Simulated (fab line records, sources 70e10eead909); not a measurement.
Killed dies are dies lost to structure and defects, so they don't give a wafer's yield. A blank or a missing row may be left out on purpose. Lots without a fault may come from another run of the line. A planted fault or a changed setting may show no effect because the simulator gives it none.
fab line records | flow nand_harc
record lots=12 wafers=36 last_day=33
route steps=1302 shown A_ZERO_WELL@405 A_ONON_D1@446 A_CHANNEL_HOLE_D1@450 END@1302
lots that met no fault: from a run of the same line without faults
start_h: hours from the record's first day to the start of the lot's first wafer shown | wait_h: hours since the lot's step before | " the same as in the row above | L1.1+2: a row that stands for several wafers | - no value, or no start given | * or withheld: withheld | < > ~ a bound
route shown NAME@n: a module of which the file shows steps, and the number in the route of the first | usual: mean/standard deviation of fault-free wafers | same: alike in all rows | chamber/n: place in a boat | sites: the reading at each site | _std_site: their standard deviation | _edge_site: outer sites' mean less inner sites' | radius_mm: how far each site lies from the wafer's centre | mask NAME#n: copy n | behind: the tool/chamber that last shaped the wafer | hold: why the lot was held/for how many hours/how that ended | device: the transistor (n, p or np) that didn't switch | end of line: the same wafers' tests at the end of the route | a step without rows: its recipe alone | killed: dies lost to structure and defects at the first sort, not the wafer's yield | map: a wafer's dies, x killed, . not, _ none there
set.NAME: the setting as run; set.NAME@STEP: as run at that earlier step | model.NAME: the simulator's own value behind a step, which no gauge read
steps of the route over a sample of lots; a table a step, a row a wafer
services: from which hour (start_h, from the record's first day; less than 0 if before it) a tool's chamber was out of use, for how many hours, and why
## steps
# step NHARC_A_ZERO_WELL_ETCH_13
# recipe target_depth_a=1200 time_s=40.1 hbr_flow_sccm=150 cl2_flow_sccm=50 rf_w=400 icp_w=400 bias_w=100 chemistry=HBr/Cl2
# usual drypump_motor_current_A=6.0/0.43 oes_product_au=0.999/0.0094 rf_fwd_power_W=395.0/2 throttle_valve_pct=26.406/0.0082
# same time_s=40.1
# columns lot.wafer tool chamber start_h wait_h drypump_motor_current_A oes_product_au rf_fwd_power_W rf_hours_counter_h throttle_valve_pct
L681.4 rie_si-01 1 136.83 - 6.5 1.005 392.8 0.71 26.402
L681.3 " 3 " " 6.1 1.006 395.8 0.54 26.427
L681.5 " 1 " " 6.5 0.993 390.4 - 26.417
L682.2 rie_si-05 1 153.34 - 6.0 0.990 395.2 0.09 26.411
L682.1 " 3 " " 6.6 1.003 393.1 0.10 26.415
L682.5 " 0 " " 5.9 1.006 396.3 - 26.402
L683.2 rie_si-05 0 155.77 - 5.9 1.013 396.6 0.12 26.406
L683.5 " 1 " " 6.0 0.993 396.7 - 26.385
L683.6 " 2 " " 5.4 0.998 392.6 - 26.417
L689.2 rie_si-05 3 217.39 - 6.6 0.992 393.2 0.48 26.396
L689.1 " 0 " " 5.9 1.010 395.5 0.44 26.404
L689.3 " 1 " " 6.0 0.992 396.5 0.58 26.412
L691.1 rie_si-01 3 242.87 - 6.2 1.014 397.0 0.28 26.394
L691.2 " 1 " " 6.5 0.999 394.6 0.29 26.413
L691.5 " 3 " " 6.1 1.007 395.3 - 26.403
L693.1 rie_si-01 2 256.90 - 5.5 0.985 393.9 0.39 26.388
L693.4 " 3 " " 6.2 0.996 396.8 0.35 26.415
L693.6 " 1 " " 6.5 0.988 396.5 - 26.392
L697.4 rie_si-05 0 301.31 - 5.9 1.008 396.0 0.93 26.401
L697.3 " 1 " " 6.0 1.003 397.6 1.03 26.401
L697.5 " 0 " " 5.9 1.011 396.3 - 26.411
L699.1 rie_si-05 1 327.15 - 6.0 1.003 396.6 0.06 26.402
L699.2 " 3 " " 6.6 0.999 393.5 0.12 26.406
L699.3 " 0 " " 5.9 1.018 394.6 0.08 26.405
L701.3 rie_si-05 3 332.92 - 6.6 1.020 395.2 0.18 26.396
L701.5 " 1 " " 6.0 1.008 396.8 - 26.424
L701.6 " 2 " " 5.5 1.008 392.7 - 26.407
L700.4 rie_si-01 2 333.60 - 5.5 0.989 393.9 0.78 26.408
L700.1 " 1 " " 6.5 0.992 392.2 0.78 26.409
L700.5 " 3 " " 6.2 1.002 396.5 - 26.422
L702.2 rie_si-06 3 345.32 - 5.2 0.987 391.5 0.60 26.407
L702.4 " 1 " " 5.7 0.983 397.0 0.57 26.398
L702.6 " 2 " " 6.5 0.987 396.2 - 26.411
L703.1 rie_si-05 3 362.57 - 6.6 1.005 395.3 0.33 26.403
L703.2 " 2 " " 5.4 1.000 393.9 0.34 26.404
L703.5 " 3 " " 6.6 0.998 392.4 - 26.401
# step NHARC_A_ZERO_WELL_INSPECT_17
# usual raw_defect_count=9/4.5
# columns lot.wafer tool chamber start_h wait_h raw_defect_count
L681.3 defect_inspect-02 - 137.93 0.1 12
L681.4 " - " " 13
L681.5 " - " " 16
L682.1 defect_inspect-02 - 154.41 0.2 11
L682.2 " - " " 12
L682.5 " - " " 12
L683.2 defect_inspect-02 - 156.83 0.1 13
L683.5 " - " " 5
L683.6 " - " " 11
L689.1 defect_inspect-01 - 218.48 0.2 5
L689.2 " - " " 12
L689.3 " - " " 6
L691.1 defect_inspect-02 - 243.96 0.2 8
L691.2 " - " " 6
L691.5 " - " " 9
L693.1 defect_inspect-01 - 257.99 0.2 4
L693.4 " - " " 18
L693.6 " - " " 7
L697.3 defect_inspect-01 - 302.41 0.1 6
L697.4 " - " " 9
L697.5 " - " " 22
L699.1 defect_inspect-02 - 328.26 0.2 18
L699.2 " - " " 5
L699.3 " - " " 11
L701.3 defect_inspect-02 - 334.12 0.1 8
L701.5 " - " " 10
L701.6 " - " " 19
L700.1 defect_inspect-02 - 334.78 0.2 5
L700.4 " - " " 4
L700.5 " - " " 5
L702.2 defect_inspect-02 - 346.41 0.1 8
L702.4 " - " " 11
L702.6 " - " " 5
L703.1 defect_inspect-01 - 363.85 0.3 5
L703.2 " - " " 2
L703.5 " - " " 14
# step NHARC_A_ONON_D1_DEP_33
# recipe target_thk_a=2000 temp_c=400 pressure_torr=6.5 rf_w=900 teos_flow_sccm=161.4 flow_sccm=2650 target_thk_nm=200 gas=O2 material=SiO2
# usual heater_power_w=555/100 rf_fwd_power_W=898.1/2.7 throttle_valve_pct=16.0/0.8
# columns lot.wafer tool chamber start_h wait_h heater_power_w rf_fwd_power_W throttle_valve_pct
L681.3 pecvd-02 2 172.68 0.1 566 903.1 16.4
L681.5 " 0 " " 508 897.8 15.0
L681.4 " 2 " " 569 902.5 16.0
L682.1 pecvd-01 0 187.20 0.1 722 898.6 16.9
L682.2 " 2 " " 435 901.1 16.4
L682.5 " 1 " " 635 903.6 15.8
L683.2 pecvd-02 0 187.33 0.2 425 896.9 15.1
L683.6 " 1 " " 613 901.5 14.8
L683.5 " 0 " " 432 899.0 14.9
L689.1 pecvd-01 0 253.76 0.1 661 894.0 16.9
L689.3 " 1 " " 565 898.9 15.7
L689.2 " 2 " " 499 901.5 16.2
L691.1 pecvd-01 0 278.62 0.1 752 896.4 17.0
L691.2 " 1 " " 497 894.9 16.3
L691.5 " 0 " " 788 893.8 17.0
L693.1 pecvd-03 1 290.54 0.1 665 895.7 16.1
L693.6 " 1 " " 664 893.6 16.1
L693.4 " 2 " " 517 893.9 17.4
L697.3 pecvd-02 2 337.28 0.1 435 896.5 15.6
L697.5 " 2 " " 460 896.3 15.6
L697.4 " 1 " " 590 899.7 15.1
L699.3 pecvd-01 0 363.93 0.1 665 896.9 16.9
L699.2 " 1 " " 581 895.5 16.2
L699.1 " 2 " " 480 898.8 16.6
L701.3 pecvd-01 1 371.49 0.1 465 895.4 16.0
L701.5 " 2 " " 430 897.5 17.0
L701.6 " 0 " " 604 897.6 17.1
L700.1 pecvd-02 0 371.60 0.3 515 900.9 15.3
L700.5 " 2 " " 532 901.5 15.5
L700.4 " 1 " " 626 898.2 15.1
L702.2 pecvd-01 1 388.15 0.1 501 900.0 15.8
L702.6 " 2 " " 479 893.8 17.0
L702.4 " 0 " " 620 893.9 17.2
L703.2 pecvd-01 1 403.41 0.1 560 899.9 16.0
L703.1 " 2 " " 409 900.2 16.6
L703.5 " 1 " " 563 900.9 16.1
# step NHARC_A_ONON_D1_INSPECT_32
# usual raw_defect_count=70/25
# columns lot.wafer tool chamber start_h wait_h raw_defect_count
L681.3 defect_inspect-01 - 173.07 0.0 68
L681.4 " - " " 60
L681.5 " - " " 67
L682.1 defect_inspect-02 - 187.69 0.0 44
L682.2 " - " " 53
L682.5 " - " " 65
L683.2 defect_inspect-01 - 187.74 0.0 42
L683.5 " - " " 53
L683.6 " - " " 53
L689.1 defect_inspect-01 - 254.26 0.0 733
L689.2 " - " " 731
L689.3 " - " " 773
L691.1 defect_inspect-02 - 279.10 0.0 708
L691.2 " - " " 785
L691.5 " - " " 755
L693.1 defect_inspect-01 - 290.97 0.0 82
L693.4 " - " " 44
L693.6 " - " " 63
L697.3 defect_inspect-02 - 337.76 0.0 55
L697.4 " - " " 50
L697.5 " - " " 53
L699.1 defect_inspect-02 - 364.42 0.0 88
L699.2 " - " " 66
L699.3 " - " " 62
L701.3 defect_inspect-01 - 371.90 0.0 33
L701.5 " - " " 82
L701.6 " - " " 57
L700.1 defect_inspect-02 - 372.03 0.0 56
L700.4 " - " " 43
L700.5 " - " " 76
L702.2 defect_inspect-01 - 388.54 0.0 42
L702.4 " - " " 40
L702.6 " - " " 45
L703.1 defect_inspect-02 - 403.85 0.0 58
L703.2 " - " " 49
L703.5 " - " " 56
# step NHARC_A_CHANNEL_HOLE_D1_DEP_00
# recipe target_thk_a=31000 temp_c=400 material=aC
# usual throttle_valve_pct=35.000/0.009
# columns lot.wafer tool chamber start_h wait_h throttle_valve_pct
L681.3 acl_dep-02 0 174.66 1.6 35.011
L681.4 " 0 " " 34.997
L681.5 " 0 " " 34.987
L682.1 acl_dep-02 0 187.76 0.1 34.991
L682.2 " 0 " " 35.006
L682.5 " 0 " " 34.998
L683.2 acl_dep-03 0 188.13 0.4 35.000
L683.5 " 0 " " 35.005
L683.6 " 0 " " 35.008
L689.1 acl_dep-03 0 257.38 3.1 35.003
L689.2 " 0 " " 35.003
L689.3 " 0 " " 35.008
L691.1 acl_dep-03 0 279.16 0.1 34.992
L691.2 " 0 " " 34.995
L691.5 " 0 " " 34.991
L693.1 acl_dep-01 0 291.04 0.1 34.994
L693.4 " 0 " " 35.007
L693.6 " 0 " " 35.012
L697.3 acl_dep-03 0 342.32 4.6 34.999
L697.4 " 0 " " 35.005
L697.5 " 0 " " 34.991
L699.1 acl_dep-03 0 364.48 0.1 34.982
L699.2 " 0 " " 34.995
L699.3 " 0 " " 34.993
L701.3 acl_dep-02 0 372.60 0.7 34.998
L701.5 " 0 " " 34.987
L701.6 " 0 " " 34.996
L700.1 acl_dep-03 0 372.70 0.7 35.013
L700.4 " 0 " " 35.003
L700.5 " 0 " " 35.000
L702.2 acl_dep-01 0 388.92 0.4 34.995
L702.4 " 0 " " 34.992
L702.6 " 0 " " 34.998
L703.1 acl_dep-02 0 406.60 2.7 34.998
L703.2 " 0 " " 35.012
L703.5 " 0 " " 34.991
# step NHARC_END_SORT_01
# recipe temp_c=25
# usual killed_at_array=57/20 killed_at_other=1.0/1.5 killed_at_periphery=3.5/2.5 killed_dies=62/21 killed_open=3.5/1.9 killed_short=2.4/1.6
# same gross_dies=677
# columns lot.wafer tool chamber start_h wait_h killed_at_array killed_at_other killed_at_periphery killed_dies killed_open killed_short
L689.1 prober-01 0 645.57 2.5 166 0 3 169 3 1
L689.2 prober-01 0 646.37 2.8 131 0 1 132 2 3
L689.3 prober-01 0 647.18 3.1 96 5 2 103 5 0
L691.1 prober-01 0 667.09 2.5 126 2 3 131 4 2
L691.2 prober-01 0 667.89 2.8 104 0 2 106 3 1
L691.5 prober-01 0 670.30 3.7 104 1 4 109 6 3
# killed by level:class
L689.1 A_ONON_D1:unspecified=95 A_SLIT:chamber_film_flake=29 A_CHANNEL_HOLE_D2:chamber_film_flake=28 A_CHANNEL_HOLE_D1:chamber_film_flake=3 A_SGD_CUT:chamber_film_flake=3 A_WL_FILL:chamber_film_flake=3 A_CONTACT:chamber_film_flake=3 P_GATE:geometric_particle:open=1
L689.2 A_ONON_D1:unspecified=47 A_CHANNEL_HOLE_D2:chamber_film_flake=35 A_SLIT:chamber_film_flake=32 A_CHANNEL_HOLE_D1:chamber_film_flake=3 A_CONTACT:chamber_film_flake=3 A_STAIRCASE:chamber_film_flake=2 A_WL_FILL:chamber_film_flake=2 P_M0:geometric_particle:open=1
L689.3 A_ONON_D1:unspecified=45 A_SLIT:chamber_film_flake=32 A_CHANNEL_HOLE_D1:chamber_film_flake=10 A_CHANNEL_HOLE_D2:chamber_film_flake=5 THIN_TSV:chamber_film_flake=3 A_M0:geometric_particle:open=2 HYBRID_BOND:chamber_film_flake=2 P_M0:geometric_particle:open=1
L691.1 A_ONON_D1:unspecified=89 A_SLIT:chamber_film_flake=19 A_CHANNEL_HOLE_D1:chamber_film_flake=7 A_CONTACT:chamber_film_flake=2 A_STAIRCASE:chamber_film_flake=2 THIN_TSV:chamber_film_flake=2 P_CONTACT:geometric_particle:short=1 P_CONTACT:geometric_particle:open=1
L691.2 A_ONON_D1:unspecified=52 A_SLIT:chamber_film_flake=29 A_CHANNEL_HOLE_D1:chamber_film_flake=6 A_CONTACT:chamber_film_flake=4 A_CHANNEL_FILL_D2:chamber_film_flake=3 A_STAIRCASE:chamber_film_flake=3 A_DECK1_JOINT:chamber_film_flake=2 A_CHANNEL_HOLE_D2:chamber_film_flake=2
L691.5 A_ONON_D1:unspecified=87 A_SLIT:chamber_film_flake=5 P_CONTACT:geometric_particle:open=2 A_CHANNEL_HOLE_D2:chamber_film_flake=2 P_M0:geometric_particle:open=1 P_M0:geometric_particle:short=1 A_ONON_D1:geometric_particle:short=1 A_CHANNEL_FILL_D1:geometric_particle:short=1
## services
# columns tool chamber start_h hours kind
pecvd-01 2 116.24 15.0 repair
acl_dep-03 - 121.74 13.0 pm
rie_si-05 - 128.00 9.0 pm
pecvd-01 - 130.00 13.0 pm
rie_si-05 2 140.00 2.0 repair
acl_dep-03 - 143.77 3.9 repair
rie_si-01 3 155.68 13.9 repair
pecvd-03 - 185.24 13.0 pm
acl_dep-01 - 186.28 13.0 pm
rie_si-01 - 193.00 9.0 pm
pecvd-02 - 205.66 1.4 repair
pecvd-02 - 227.10 13.0 pm
rie_si-05 1 227.42 7.9 repair
acl_dep-02 - 241.90 13.0 pm
pecvd-01 - 268.21 2.4 repair
pecvd-02 - 285.18 0.6 repair
acl_dep-03 - 303.19 13.0 pm
rie_si-05 - 305.00 9.0 pm
pecvd-01 0 306.66 12.2 repair
pecvd-01 - 311.19 13.0 pm
rie_si-01 - 313.33 2.7 repair
pecvd-01 2 327.54 4.1 repair
acl_dep-01 - 369.59 13.0 pm
rie_si-01 - 370.00 9.0 pm
## key
first_sign step=NHARC_A_ONON_D1_INSPECT_32 reading=raw_defect_count direction=up sigmas=27 usual=70 struck=748
effect step=NHARC_END_SORT_01 reading=killed_at_array direction=up sigmas=3.1 usual=57 struck=121 wafers_moved=5
more_kills_born_at NHARC_A_ONON_D1_DEP_33@pecvd-01=415
met_at NHARC_A_ONON_D1_DEP_33
struck_lots L689,L691
tester_left_out L689,L691
not_acting_at NHARC_A_ZERO_WELL_ETCH_13,NHARC_A_ZERO_WELL_INSPECT_17,NHARC_A_CHANNEL_HOLE_D1_DEP_00
onset_between 187.20 253.76
fault kind=chamber_particle_source tool=pecvd-01 chamber=- onset_h=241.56 steps=NHARC_A_ONON_D1_DEP_33 rate_per_visit_cm2=0.99378 end_h=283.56
# tester_left_out: of these lots the tester's yield and bins aren't shown, on N5 and GAA mostly nor the transistor test; their killed dies are dies lost to structure and defects alone, not to doping, threshold or leakage, so they don't give the yield
